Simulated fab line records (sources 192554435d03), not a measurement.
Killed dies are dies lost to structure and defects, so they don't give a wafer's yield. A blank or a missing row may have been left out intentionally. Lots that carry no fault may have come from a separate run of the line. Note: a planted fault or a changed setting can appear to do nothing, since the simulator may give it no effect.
Chamber matching -- flow n5_finfet -- N5_BEOL_M2_STRIP_19 on rie_diel-05 has 4 sister chambers
The step strips in O2. 14 wafers are shown with their chamber, then 7 later ones without.

## WAFERS PAIRED WITH THEIR CHAMBERS
wafer,chamber,throttle_valve_pct (%),drypump_motor_current_A (A),showerhead_plenum_p_Torr (Torr)
L079.1,3,16.95,6.1,2.15
L079.3,1,16.83,5.8,2.07
L079.4,1,16.83,5.8,2.07
L083.4,2,16.60,5.5,2.15
L083.5,3,16.94,6.1,2.15
L083.6,0,16.37,6.1,2.06
L085.2,1,16.85,5.7,2.06
L085.3,0,16.37,6.1,2.06
L085.5,3,16.98,6.1,2.15
L084.3,0,16.38,6.1,2.06
L084.4,1,16.84,5.8,2.06
L084.5,0,16.37,6.1,2.06
L089.4,3,16.99,6.1,2.14
L089.5,0,16.39,6.1,2.05

SIGNATURES (means of the wafers above)
reading,chamber 0,chamber 1,chamber 2,chamber 3,scatter within a chamber
throttle_valve_pct,16.3760,16.8375,16.6000,16.9650,0.0151
drypump_motor_current_A,6.100,5.775,5.500,6.100,0.0274
showerhead_plenum_p_Torr,2.0580,2.0650,2.1500,2.1475,0.00505
Rule: a wafer lies at a distance from a chamber equal to the root of the sum of squares, over the readings, of (its reading less the chamber's mean, divided by the reading's scatter). The wafer belongs to the nearest chamber; if the next one is less than 2 further off, it can't be placed. The scatter: take each reading less its chamber's mean, square it, sum over the shown wafers, divide by the number of wafers less the number of chambers, and take the root.

## WAFERS WITHOUT THEIR CHAMBER
wafer,throttle_valve_pct (%),drypump_motor_current_A (A),showerhead_plenum_p_Torr (Torr)
L089.6,16.19,5.5,2.15
L090.1,17.01,6.1,2.14
L090.3,16.39,6.1,2.05
L090.5,16.22,5.5,2.15
L094.1,16.22,5.5,2.14
L094.5,16.22,5.5,2.14
L094.6,17.01,6.0,2.14

## THE CHAMBER EACH PASSED THROUGH
wafer,from the rows above,in truth
L089.6,2,2
L090.1,3,3
L090.3,0,0
L090.5,2,2
L094.1,2,2
L094.5,2,2
L094.6,3,3
Correct placement for 7 of the 7. From these rows, 0 cannot be placed. Number placed wrongly: 0.
